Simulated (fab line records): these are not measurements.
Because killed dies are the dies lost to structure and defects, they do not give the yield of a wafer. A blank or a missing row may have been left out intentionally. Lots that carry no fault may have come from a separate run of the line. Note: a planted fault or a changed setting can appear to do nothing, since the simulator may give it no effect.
Matching of chambers / flow n5Finfet / N5_FIN_SAQP_ETCH_69 on rieDiel-01 has 4 sister chambers
The step etches SOC in N2/H2, stops on SiNx, target depth 150 nm. 8 wafers are shown with their chamber, then 9 later ones without.

EACH WAFER AND ITS CHAMBER
wafer=L074.3; chamber=0; oesProductAu (a.u.)=0.78; showerheadPlenumPTorr (Torr)=2.56
wafer=L078.4; chamber=3; oesProductAu (a.u.)=0.92; showerheadPlenumPTorr (Torr)=2.50
wafer=L078.6; chamber=0; oesProductAu (a.u.)=0.78; showerheadPlenumPTorr (Torr)=2.55
wafer=L080.1; chamber=3; oesProductAu (a.u.)=0.91; showerheadPlenumPTorr (Torr)=2.50
wafer=L080.2; chamber=2; oesProductAu (a.u.)=0.70; showerheadPlenumPTorr (Torr)=2.49
wafer=L081.3; chamber=1; oesProductAu (a.u.)=0.82; showerheadPlenumPTorr (Torr)=2.47
wafer=L081.5; chamber=1; oesProductAu (a.u.)=0.82; showerheadPlenumPTorr (Torr)=2.47
wafer=L081.6; chamber=2; oesProductAu (a.u.)=0.70; showerheadPlenumPTorr (Torr)=2.49

WAFERS WITHOUT THEIR CHAMBER
wafer=L083.1; oesProductAu (a.u.)=0.77; showerheadPlenumPTorr (Torr)=2.55
wafer=L083.2; oesProductAu (a.u.)=0.70; showerheadPlenumPTorr (Torr)=2.49
wafer=L083.6; oesProductAu (a.u.)=0.77; showerheadPlenumPTorr (Torr)=2.55
wafer=L085.1; oesProductAu (a.u.)=0.82; showerheadPlenumPTorr (Torr)=2.47
wafer=L085.2; oesProductAu (a.u.)=0.70; showerheadPlenumPTorr (Torr)=2.49
wafer=L085.3; oesProductAu (a.u.)=0.89; showerheadPlenumPTorr (Torr)=2.50
wafer=L092.1; oesProductAu (a.u.)=0.86; showerheadPlenumPTorr (Torr)=2.49
wafer=L092.2; oesProductAu (a.u.)=0.69; showerheadPlenumPTorr (Torr)=2.48
wafer=L092.3; oesProductAu (a.u.)=0.75; showerheadPlenumPTorr (Torr)=2.54

WHICH CHAMBER EACH ONE RAN IN
wafer=L083.1; from the rows above=0; in truth=0
wafer=L083.2; from the rows above=2; in truth=2
wafer=L083.6; from the rows above=0; in truth=0
wafer=L085.1; from the rows above=1; in truth=1
wafer=L085.2; from the rows above=2; in truth=2
wafer=L085.3; from the rows above=3; in truth=3
wafer=L092.1; from the rows above=1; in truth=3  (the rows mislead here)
wafer=L092.2; from the rows above=2; in truth=2
wafer=L092.3; from the rows above=0; in truth=0
Correct placement for 8 of the 9. Left unplaced by these rows: 0. Number placed wrongly: 1.
How it was worked out, from the rows above alone: a wafer's distance from a chamber is the root of the sum, over the readings, of the square of ((its reading less the chamber's mean) divided by the reading's scatter). If the next closest chamber is less than 2 further off than the closest, the wafer can't be placed; otherwise it belongs to the closest. Each chamber's mean is taken over the wafers shown for it. How the scatter is found: for the shown wafers, subtract from each reading the mean of its chamber, square and add these, divide the total by (wafers less chambers), then take the root.
